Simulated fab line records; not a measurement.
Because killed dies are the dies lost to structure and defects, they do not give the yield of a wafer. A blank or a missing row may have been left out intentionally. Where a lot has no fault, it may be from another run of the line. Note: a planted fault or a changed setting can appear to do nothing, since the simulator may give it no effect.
fab line records :: flow n5Finfet :: part 2 of 2: steps 20 to 29 of 29
record
  lots=5
  wafers=15
  lastDay=15
route steps=1938 shown BEOL_M7@1268
lots untouched by any fault: they come from a run of this same line in which no faults occurred
startH: the number of hours between the record's first day and the start of the first shown wafer of the lot :: waitH: hours since the lot's step before :: " same as the row above :: L1.1+2: a single row standing in for several wafers :: - no value present, or no start provided :: * or withheld: withheld :: < > ~ a bound
route shown NAME@n: NAME is a module with steps in the file, n the number in the route of the first one :: usual: the fault-free wafers' mean and standard deviation :: same: alike in all rows :: chamber/n: place in a boat :: sites: readings site by site :: _std_site: standard deviation across them :: _edge_site: mean of outer sites minus mean of inner sites :: radiusMm: how far each site lies from the wafer's centre :: mask NAME#n: copy n :: behind: the most recent tool/chamber to have shaped the wafer :: hold: the reason the lot was held/the length of the hold in hours/how it ended :: device: the n, p or np transistor that did not switch :: end of line: tests of these same wafers at the route's end :: a step given without rows: its recipe and nothing more :: killed: the dies lost at the first sort to structure and to defects; this is not the yield of the wafer :: map: a wafer's dies, marking killed ones x, the rest . and places with no die _
set.NAME: the setting as run; set.NAME@STEP: as run at that earlier step :: model.NAME: the simulator's own value behind a step, which no gauge read
lots at some steps of the route; a table a step, a row a wafer
services: a tool's chamber out of use, with start hour (startH, from the record's first day; less than 0 if before it), hours out, and reason
## steps
# step N5_BEOL_M7_COAT_63
# recipe
  resist=SOC
  tempC=250
  timeS=60
  spinRpm=1500
  resistThkNm=60
# usual
  resistLineTempC=23.00/0.1
lot.wafer: L079.2
tool: lithoTrack-01
chamber: 0
startH: 223.80
waitH: 1.8
resistLineTempC: 23.24

lot.wafer: L079.3
tool: lithoTrack-01
chamber: 0
startH: 223.80
waitH: 1.8
resistLineTempC: 23.07

lot.wafer: L079.5
tool: lithoTrack-01
chamber: 0
startH: 223.80
waitH: 1.8
resistLineTempC: 23.11

lot.wafer: L083.3
tool: lithoTrack-01
chamber: 0
startH: 237.18
waitH: 0.0
resistLineTempC: 22.92

lot.wafer: L083.5
tool: lithoTrack-01
chamber: 0
startH: 237.18
waitH: 0.0
resistLineTempC: 22.99

lot.wafer: L083.6
tool: lithoTrack-01
chamber: 0
startH: 237.18
waitH: 0.0
resistLineTempC: 22.90

lot.wafer: L084.1
tool: lithoTrack-02
chamber: 0
startH: 245.55
waitH: 2.1
resistLineTempC: 22.87

lot.wafer: L084.2
tool: lithoTrack-02
chamber: 0
startH: 245.55
waitH: 2.1
resistLineTempC: 22.93

lot.wafer: L084.4
tool: lithoTrack-02
chamber: 0
startH: 245.55
waitH: 2.1
resistLineTempC: 22.97

lot.wafer: L086.3
tool: lithoTrack-02
chamber: 0
startH: 261.58
waitH: 1.1
resistLineTempC: 22.92

lot.wafer: L086.5
tool: lithoTrack-02
chamber: 0
startH: 261.58
waitH: 1.1
resistLineTempC: 23.07

lot.wafer: L086.6
tool: lithoTrack-02
chamber: 0
startH: 261.58
waitH: 1.1
resistLineTempC: 23.06

lot.wafer: L089.1
tool: lithoTrack-01
chamber: 0
startH: 286.84
waitH: 0.3
resistLineTempC: 22.95

lot.wafer: L089.4
tool: lithoTrack-01
chamber: 0
startH: 286.84
waitH: 0.3
resistLineTempC: 23.07

lot.wafer: L089.5
tool: lithoTrack-01
chamber: 0
startH: 286.84
waitH: 0.3
resistLineTempC: 22.88
# step N5_BEOL_M7_COAT_64
# recipe
  resist=SiARC
  tempC=220
  timeS=60
  spinRpm=1500
  resistThkNm=12
# usual
  resistLineTempC=22.99/0.1
lot.wafer: L079.2
tool: lithoTrack-01
chamber: 0
startH: -
waitH: -
resistLineTempC: 23.01

lot.wafer: L079.3
tool: lithoTrack-01
chamber: 0
startH: -
waitH: -
resistLineTempC: 22.93

lot.wafer: L079.5
tool: lithoTrack-01
chamber: 0
startH: -
waitH: -
resistLineTempC: 22.87

lot.wafer: L083.3
tool: lithoTrack-01
chamber: 0
startH: -
waitH: -
resistLineTempC: 23.10

lot.wafer: L083.5
tool: lithoTrack-01
chamber: 0
startH: -
waitH: -
resistLineTempC: 22.93

lot.wafer: L083.6
tool: lithoTrack-01
chamber: 0
startH: -
waitH: -
resistLineTempC: 23.02

lot.wafer: L084.1
tool: lithoTrack-02
chamber: 0
startH: -
waitH: -
resistLineTempC: 22.97

lot.wafer: L084.2
tool: lithoTrack-02
chamber: 0
startH: -
waitH: -
resistLineTempC: 22.99

lot.wafer: L084.4
tool: lithoTrack-02
chamber: 0
startH: -
waitH: -
resistLineTempC: 22.92

lot.wafer: L086.3
tool: lithoTrack-02
chamber: 0
startH: -
waitH: -
resistLineTempC: 23.00

lot.wafer: L086.5
tool: lithoTrack-02
chamber: 0
startH: -
waitH: -
resistLineTempC: 23.13

lot.wafer: L086.6
tool: lithoTrack-02
chamber: 0
startH: -
waitH: -
resistLineTempC: 23.06

lot.wafer: L089.1
tool: lithoTrack-01
chamber: 0
startH: -
waitH: -
resistLineTempC: 23.13

lot.wafer: L089.4
tool: lithoTrack-01
chamber: 0
startH: -
waitH: -
resistLineTempC: 23.05

lot.wafer: L089.5
tool: lithoTrack-01
chamber: 0
startH: -
waitH: -
resistLineTempC: 22.96
# step N5_BEOL_M7_COAT_71
# recipe
  resist=underlayer
  tempC=205
  timeS=60
  spinRpm=1500
  resistThkNm=5
# usual
  resistLineTempC=23.03/0.12
lot.wafer: L079.2
tool: lithoTrack-01
chamber: 0
startH: -
waitH: -
resistLineTempC: 23.08

lot.wafer: L079.3
tool: lithoTrack-01
chamber: 0
startH: -
waitH: -
resistLineTempC: 23.11

lot.wafer: L079.5
tool: lithoTrack-01
chamber: 0
startH: -
waitH: -
resistLineTempC: 23.15

lot.wafer: L083.3
tool: lithoTrack-01
chamber: 0
startH: -
waitH: -
resistLineTempC: 23.00

lot.wafer: L083.5
tool: lithoTrack-01
chamber: 0
startH: -
waitH: -
resistLineTempC: 23.04

lot.wafer: L083.6
tool: lithoTrack-01
chamber: 0
startH: -
waitH: -
resistLineTempC: 23.09

lot.wafer: L084.1
tool: lithoTrack-02
chamber: 0
startH: -
waitH: -
resistLineTempC: 23.01

lot.wafer: L084.2
tool: lithoTrack-02
chamber: 0
startH: -
waitH: -
resistLineTempC: 23.16

lot.wafer: L084.4
tool: lithoTrack-02
chamber: 0
startH: -
waitH: -
resistLineTempC: 23.20

lot.wafer: L086.3
tool: lithoTrack-02
chamber: 0
startH: -
waitH: -
resistLineTempC: 23.04

lot.wafer: L086.5
tool: lithoTrack-02
chamber: 0
startH: -
waitH: -
resistLineTempC: 23.11

lot.wafer: L086.6
tool: lithoTrack-02
chamber: 0
startH: -
waitH: -
resistLineTempC: 23.04

lot.wafer: L089.1
tool: lithoTrack-01
chamber: 0
startH: -
waitH: -
resistLineTempC: 23.00

lot.wafer: L089.4
tool: lithoTrack-01
chamber: 0
startH: -
waitH: -
resistLineTempC: 23.09

lot.wafer: L089.5
tool: lithoTrack-01
chamber: 0
startH: -
waitH: -
resistLineTempC: 23.07
# step N5_BEOL_M7_COAT_22
# recipe
  resist=CAR-EUV
  spinRpm=1500
  resistThkNm=30
# usual
  resistLineTempC=22.97/0.12
lot.wafer: L079.2
tool: lithoTrack-01
chamber: 0
startH: -
waitH: -
resistLineTempC: 22.89

lot.wafer: L079.3
tool: lithoTrack-01
chamber: 0
startH: -
waitH: -
resistLineTempC: 22.70

lot.wafer: L079.5
tool: lithoTrack-01
chamber: 0
startH: -
waitH: -
resistLineTempC: 22.76

lot.wafer: L083.3
tool: lithoTrack-01
chamber: 0
startH: -
waitH: -
resistLineTempC: 22.86

lot.wafer: L083.5
tool: lithoTrack-01
chamber: 0
startH: -
waitH: -
resistLineTempC: 22.76

lot.wafer: L083.6
tool: lithoTrack-01
chamber: 0
startH: -
waitH: -
resistLineTempC: 22.79

lot.wafer: L084.1
tool: lithoTrack-02
chamber: 0
startH: -
waitH: -
resistLineTempC: 22.92

lot.wafer: L084.2
tool: lithoTrack-02
chamber: 0
startH: -
waitH: -
resistLineTempC: 23.05

lot.wafer: L084.4
tool: lithoTrack-02
chamber: 0
startH: -
waitH: -
resistLineTempC: 23.01

lot.wafer: L086.3
tool: lithoTrack-02
chamber: 0
startH: -
waitH: -
resistLineTempC: 22.90

lot.wafer: L086.5
tool: lithoTrack-02
chamber: 0
startH: -
waitH: -
resistLineTempC: 22.93

lot.wafer: L086.6
tool: lithoTrack-02
chamber: 0
startH: -
waitH: -
resistLineTempC: 22.91

lot.wafer: L089.1
tool: lithoTrack-01
chamber: 0
startH: -
waitH: -
resistLineTempC: 22.94

lot.wafer: L089.4
tool: lithoTrack-01
chamber: 0
startH: -
waitH: -
resistLineTempC: 23.11

lot.wafer: L089.5
tool: lithoTrack-01
chamber: 0
startH: -
waitH: -
resistLineTempC: 23.10
# step N5_BEOL_M7_EBR_24
# recipe
  solvent=PGMEA
  ebrWidthMm=1.5
# usual
  resistLineTempC=22.98/0.11
lot.wafer: L079.2
tool: lithoTrack-01
chamber: 0
startH: -
waitH: -
resistLineTempC: 23.21

lot.wafer: L079.3
tool: lithoTrack-01
chamber: 0
startH: -
waitH: -
resistLineTempC: 23.20

lot.wafer: L079.5
tool: lithoTrack-01
chamber: 0
startH: -
waitH: -
resistLineTempC: 23.15

lot.wafer: L083.3
tool: lithoTrack-01
chamber: 0
startH: -
waitH: -
resistLineTempC: 23.00

lot.wafer: L083.5
tool: lithoTrack-01
chamber: 0
startH: -
waitH: -
resistLineTempC: 23.05

lot.wafer: L083.6
tool: lithoTrack-01
chamber: 0
startH: -
waitH: -
resistLineTempC: 23.01

lot.wafer: L084.1
tool: lithoTrack-02
chamber: 0
startH: -
waitH: -
resistLineTempC: 22.94

lot.wafer: L084.2
tool: lithoTrack-02
chamber: 0
startH: -
waitH: -
resistLineTempC: 22.91

lot.wafer: L084.4
tool: lithoTrack-02
chamber: 0
startH: -
waitH: -
resistLineTempC: 22.98

lot.wafer: L086.3
tool: lithoTrack-02
chamber: 0
startH: -
waitH: -
resistLineTempC: 22.97

lot.wafer: L086.5
tool: lithoTrack-02
chamber: 0
startH: -
waitH: -
resistLineTempC: 23.07

lot.wafer: L086.6
tool: lithoTrack-02
chamber: 0
startH: -
waitH: -
resistLineTempC: 22.91

lot.wafer: L089.1
tool: lithoTrack-01
chamber: 0
startH: -
waitH: -
resistLineTempC: 23.02

lot.wafer: L089.4
tool: lithoTrack-01
chamber: 0
startH: -
waitH: -
resistLineTempC: 22.88

lot.wafer: L089.5
tool: lithoTrack-01
chamber: 0
startH: -
waitH: -
resistLineTempC: 22.92
# step N5_BEOL_M7_SOFTBAKE_23
# recipe
  tempC=110
  timeS=60
  resist=CAR-EUV
# usual
  resistLineTempC=23.03/0.096
lot.wafer: L079.2
tool: lithoTrack-01
chamber: 0
startH: -
waitH: -
resistLineTempC: 23.12

lot.wafer: L079.3
tool: lithoTrack-01
chamber: 0
startH: -
waitH: -
resistLineTempC: 23.03

lot.wafer: L079.5
tool: lithoTrack-01
chamber: 0
startH: -
waitH: -
resistLineTempC: 23.12

lot.wafer: L083.3
tool: lithoTrack-01
chamber: 0
startH: -
waitH: -
resistLineTempC: 22.94

lot.wafer: L083.5
tool: lithoTrack-01
chamber: 0
startH: -
waitH: -
resistLineTempC: 22.91

lot.wafer: L083.6
tool: lithoTrack-01
chamber: 0
startH: -
waitH: -
resistLineTempC: 22.95

lot.wafer: L084.1
tool: lithoTrack-02
chamber: 0
startH: -
waitH: -
resistLineTempC: 23.00

lot.wafer: L084.2
tool: lithoTrack-02
chamber: 0
startH: -
waitH: -
resistLineTempC: 23.07

lot.wafer: L084.4
tool: lithoTrack-02
chamber: 0
startH: -
waitH: -
resistLineTempC: 22.98

lot.wafer: L086.3
tool: lithoTrack-02
chamber: 0
startH: -
waitH: -
resistLineTempC: 22.93

lot.wafer: L086.5
tool: lithoTrack-02
chamber: 0
startH: -
waitH: -
resistLineTempC: 22.85

lot.wafer: L086.6
tool: lithoTrack-02
chamber: 0
startH: -
waitH: -
resistLineTempC: 22.88

lot.wafer: L089.1
tool: lithoTrack-01
chamber: 0
startH: -
waitH: -
resistLineTempC: 23.07

lot.wafer: L089.4
tool: lithoTrack-01
chamber: 0
startH: -
waitH: -
resistLineTempC: 23.08

lot.wafer: L089.5
tool: lithoTrack-01
chamber: 0
startH: -
waitH: -
resistLineTempC: 23.00
# step N5_BEOL_M7_EXPOSE_25
# recipe
  maskId=V6
  na=0.33
  sourceShape=annular
  sigmaInner=0.4
  sigmaOuter=0.8
  polarization=unpolarized
  targetCdNm=40
  doseMj=42.5
# usual
  exposureDoseMJCm2=42.53/0.045
  reticleTempC=22.99/0.11
  stageMsdNm=0.80/0.053
lot.wafer: L079.2
tool: euvScanner-01
chamber: 0
startH: 224.07
waitH: -
mask: V6#0
exposureDoseMJCm2: 42.51
reticleTempC: 22.90
stageMsdNm: 0.73

lot.wafer: L079.3
tool: euvScanner-01
chamber: 0
startH: 224.07
waitH: -
mask: V6#0
exposureDoseMJCm2: 42.51
reticleTempC: 22.88
stageMsdNm: 0.73

lot.wafer: L079.5
tool: euvScanner-01
chamber: 0
startH: 224.07
waitH: -
mask: V6#0
exposureDoseMJCm2: 42.52
reticleTempC: 22.98
stageMsdNm: 0.73

lot.wafer: L083.3
tool: euvScanner-02
chamber: 0
startH: 237.33
waitH: -
mask: V6#0
exposureDoseMJCm2: 42.53
reticleTempC: 23.03
stageMsdNm: 0.84

lot.wafer: L083.5
tool: euvScanner-02
chamber: 0
startH: 237.33
waitH: -
mask: V6#0
exposureDoseMJCm2: 42.52
reticleTempC: 23.11
stageMsdNm: 0.84

lot.wafer: L083.6
tool: euvScanner-02
chamber: 0
startH: 237.33
waitH: -
mask: V6#0
exposureDoseMJCm2: 42.46
reticleTempC: 23.15
stageMsdNm: 0.84

lot.wafer: L084.1
tool: euvScanner-02
chamber: 0
startH: 245.69
waitH: -
mask: V6#0
exposureDoseMJCm2: 42.63
reticleTempC: 22.95
stageMsdNm: 0.84

lot.wafer: L084.2
tool: euvScanner-02
chamber: 0
startH: 245.69
waitH: -
mask: V6#0
exposureDoseMJCm2: 42.60
reticleTempC: 22.97
stageMsdNm: 0.84

lot.wafer: L084.4
tool: euvScanner-02
chamber: 0
startH: 245.69
waitH: -
mask: V6#0
exposureDoseMJCm2: 42.58
reticleTempC: 22.96
stageMsdNm: 0.84

lot.wafer: L086.3
tool: euvScanner-01
chamber: 0
startH: 261.85
waitH: -
mask: V6#0
exposureDoseMJCm2: 42.55
reticleTempC: 22.97
stageMsdNm: 0.74

lot.wafer: L086.5
tool: euvScanner-01
chamber: 0
startH: 261.85
waitH: -
mask: V6#0
exposureDoseMJCm2: 42.62
reticleTempC: 22.97
stageMsdNm: 0.73

lot.wafer: L086.6
tool: euvScanner-01
chamber: 0
startH: 261.85
waitH: -
mask: V6#0
exposureDoseMJCm2: 42.55
reticleTempC: 23.01
stageMsdNm: 0.74

lot.wafer: L089.1
tool: euvScanner-02
chamber: 0
startH: 287.10
waitH: -
mask: V6#0
exposureDoseMJCm2: 42.53
reticleTempC: 23.12
stageMsdNm: 0.84

lot.wafer: L089.4
tool: euvScanner-02
chamber: 0
startH: 287.10
waitH: -
mask: V6#0
exposureDoseMJCm2: 42.50
reticleTempC: 22.95
stageMsdNm: 0.84

lot.wafer: L089.5
tool: euvScanner-02
chamber: 0
startH: 287.10
waitH: -
mask: V6#0
exposureDoseMJCm2: 42.51
reticleTempC: 22.99
stageMsdNm: 0.83
# step N5_BEOL_M7_PEB_26
# recipe
  pebTempC=100
  pebTimeS=60
  resist=CAR-EUV
# usual
  resistLineTempC=23.01/0.11
lot.wafer: L079.2
tool: lithoTrack-04
chamber: 0
startH: 224.13
waitH: 0.1
resistLineTempC: 23.08

lot.wafer: L079.3
tool: lithoTrack-04
chamber: 0
startH: 224.13
waitH: 0.1
resistLineTempC: 23.08

lot.wafer: L079.5
tool: lithoTrack-04
chamber: 0
startH: 224.13
waitH: 0.1
resistLineTempC: 23.08

lot.wafer: L083.3
tool: lithoTrack-02
chamber: 0
startH: 237.39
waitH: 0.0
resistLineTempC: 23.09

lot.wafer: L083.5
tool: lithoTrack-02
chamber: 0
startH: 237.39
waitH: 0.0
resistLineTempC: 22.90

lot.wafer: L083.6
tool: lithoTrack-02
chamber: 0
startH: 237.39
waitH: 0.0
resistLineTempC: 23.08

lot.wafer: L084.1
tool: lithoTrack-02
chamber: 0
startH: 245.75
waitH: 0.1
resistLineTempC: 23.03

lot.wafer: L084.2
tool: lithoTrack-02
chamber: 0
startH: 245.75
waitH: 0.1
resistLineTempC: 22.98

lot.wafer: L084.4
tool: lithoTrack-02
chamber: 0
startH: 245.75
waitH: 0.1
resistLineTempC: 23.02

lot.wafer: L086.3
tool: lithoTrack-02
chamber: 0
startH: 261.90
waitH: 0.0
resistLineTempC: 23.16

lot.wafer: L086.5
tool: lithoTrack-02
chamber: 0
startH: 261.90
waitH: 0.0
resistLineTempC: 22.97

lot.wafer: L086.6
tool: lithoTrack-02
chamber: 0
startH: 261.90
waitH: 0.0
resistLineTempC: 22.99

lot.wafer: L089.1
tool: lithoTrack-01
chamber: 0
startH: 287.17
waitH: 0.1
resistLineTempC: 23.07

lot.wafer: L089.4
tool: lithoTrack-01
chamber: 0
startH: 287.17
waitH: 0.1
resistLineTempC: 22.96

lot.wafer: L089.5
tool: lithoTrack-01
chamber: 0
startH: 287.17
waitH: 0.1
resistLineTempC: 22.97
# step N5_BEOL_M7_DEVELOP_27
# recipe
  developTimeS=30
  developer=TMAH
  resist=CAR-EUV
  rinseLiquid=surfactantRinse
  dry=airSpin
  devTempC=23
# usual
  resistLineTempC=23.01/0.1
lot.wafer: L079.2
tool: lithoTrack-04
chamber: 0
startH: -
waitH: -
resistLineTempC: 22.96

lot.wafer: L079.3
tool: lithoTrack-04
chamber: 0
startH: -
waitH: -
resistLineTempC: 23.16

lot.wafer: L079.5
tool: lithoTrack-04
chamber: 0
startH: -
waitH: -
resistLineTempC: 23.03

lot.wafer: L083.3
tool: lithoTrack-02
chamber: 0
startH: -
waitH: -
resistLineTempC: 23.03

lot.wafer: L083.5
tool: lithoTrack-02
chamber: 0
startH: -
waitH: -
resistLineTempC: 23.06

lot.wafer: L083.6
tool: lithoTrack-02
chamber: 0
startH: -
waitH: -
resistLineTempC: 23.00

lot.wafer: L084.1
tool: lithoTrack-02
chamber: 0
startH: -
waitH: -
resistLineTempC: 23.04

lot.wafer: L084.2
tool: lithoTrack-02
chamber: 0
startH: -
waitH: -
resistLineTempC: 22.95

lot.wafer: L084.4
tool: lithoTrack-02
chamber: 0
startH: -
waitH: -
resistLineTempC: 22.96

lot.wafer: L086.3
tool: lithoTrack-02
chamber: 0
startH: -
waitH: -
resistLineTempC: 22.89

lot.wafer: L086.5
tool: lithoTrack-02
chamber: 0
startH: -
waitH: -
resistLineTempC: 23.06

lot.wafer: L086.6
tool: lithoTrack-02
chamber: 0
startH: -
waitH: -
resistLineTempC: 22.88

lot.wafer: L089.1
tool: lithoTrack-01
chamber: 0
startH: -
waitH: -
resistLineTempC: 22.95

lot.wafer: L089.4
tool: lithoTrack-01
chamber: 0
startH: -
waitH: -
resistLineTempC: 22.91

lot.wafer: L089.5
tool: lithoTrack-01
chamber: 0
startH: -
waitH: -
resistLineTempC: 23.01
# step N5_BEOL_M7_CD_MEAS_28
# recipe
  targetCdNm=40
  landingEnergyEv=500
  detector=seInlens
# usual
  cdNm=39.94/0.25
lot.wafer: L079.2
tool: cdSem-02
chamber: 0
startH: 224.20
waitH: -
cdNm: 39.62

lot.wafer: L079.3
tool: cdSem-02
chamber: 0
startH: 224.20
waitH: -
cdNm: 39.99

lot.wafer: L079.5
tool: cdSem-02
chamber: 0
startH: 224.20
waitH: -
cdNm: 39.81

lot.wafer: L083.3
tool: cdSem-01
chamber: 0
startH: 237.45
waitH: -
cdNm: 39.90

lot.wafer: L083.5
tool: cdSem-01
chamber: 0
startH: 237.45
waitH: -
cdNm: 39.93

lot.wafer: L083.6
tool: cdSem-01
chamber: 0
startH: 237.45
waitH: -
cdNm: 39.65

lot.wafer: L084.1
tool: cdSem-01
chamber: 0
startH: 245.82
waitH: -
cdNm: 39.81

lot.wafer: L084.2
tool: cdSem-01
chamber: 0
startH: 245.82
waitH: -
cdNm: 40.02

lot.wafer: L084.4
tool: cdSem-01
chamber: 0
startH: 245.82
waitH: -
cdNm: 40.14

lot.wafer: L086.3
tool: cdSem-02
chamber: 0
startH: 261.97
waitH: -
cdNm: 40.26

lot.wafer: L086.5
tool: cdSem-02
chamber: 0
startH: 261.97
waitH: -
cdNm: 39.91

lot.wafer: L086.6
tool: cdSem-02
chamber: 0
startH: 261.97
waitH: -
cdNm: 39.88

lot.wafer: L089.1
tool: cdSem-01
chamber: 0
startH: 287.24
waitH: -
cdNm: 40.08

lot.wafer: L089.4
tool: cdSem-01
chamber: 0
startH: 287.24
waitH: -
cdNm: 40.05

lot.wafer: L089.5
tool: cdSem-01
chamber: 0
startH: 287.24
waitH: -
cdNm: 40.24
## services
tool: euvScanner-01
chamber: -
startH: 198.58
hours: 4.6
kind: pm

tool: arfiScanner-02
chamber: -
startH: 199.42
hours: 3.1
kind: pm

tool: rieDiel-01
chamber: -
startH: 202.49
hours: 2.8
kind: pm

tool: euvScanner-02
chamber: -
startH: 203.98
hours: 1.0
kind: pm

tool: arfiScanner-03
chamber: -
startH: 209.35
hours: 21.0
kind: pm

tool: arfiScanner-03
chamber: -
startH: 230.35
hours: 3.1
kind: pm

tool: arfiScanner-02
chamber: -
startH: 236.38
hours: 1.3
kind: pm

tool: arfiScanner-03
chamber: -
startH: 237.44
hours: 0.8
kind: pm

tool: euvScanner-01
chamber: -
startH: 244.53
hours: 1.0
kind: pm

tool: rieDiel-01
chamber: 2
startH: 247.19
hours: 13.3
kind: repair

tool: rieMetal-01
chamber: -
startH: 248.80
hours: 28.1
kind: pm

tool: arfiScanner-03
chamber: -
startH: 249.53
hours: 0.9
kind: repair

tool: rieDiel-03
chamber: 2
startH: 251.67
hours: 11.3
kind: repair

tool: arfiScanner-02
chamber: -
startH: 253.80
hours: 1.8
kind: repair

tool: arfiScanner-01
chamber: -
startH: 254.35
hours: 1.0
kind: pm

tool: arfiScanner-02
chamber: -
startH: 259.02
hours: 0.6
kind: repair

tool: euvScanner-02
chamber: -
startH: 260.13
hours: 1.0
kind: pm

tool: arfiScanner-03
chamber: -
startH: 262.92
hours: 1.3
kind: pm

tool: rieDiel-03
chamber: 0
startH: 263.00
hours: -
kind: clean

tool: rieDiel-03
chamber: 0
startH: 263.00
hours: -
kind: consumableReplace:focusRing

tool: arfiScanner-01
chamber: -
startH: 274.11
hours: 1.0
kind: pm

tool: rieDiel-01
chamber: 2
startH: 276.08
hours: 10.4
kind: repair

tool: euvScanner-02
chamber: -
startH: 279.53
hours: 1.3
kind: repair

tool: rieMetal-01
chamber: -
startH: 279.59
hours: 0.7
kind: repair
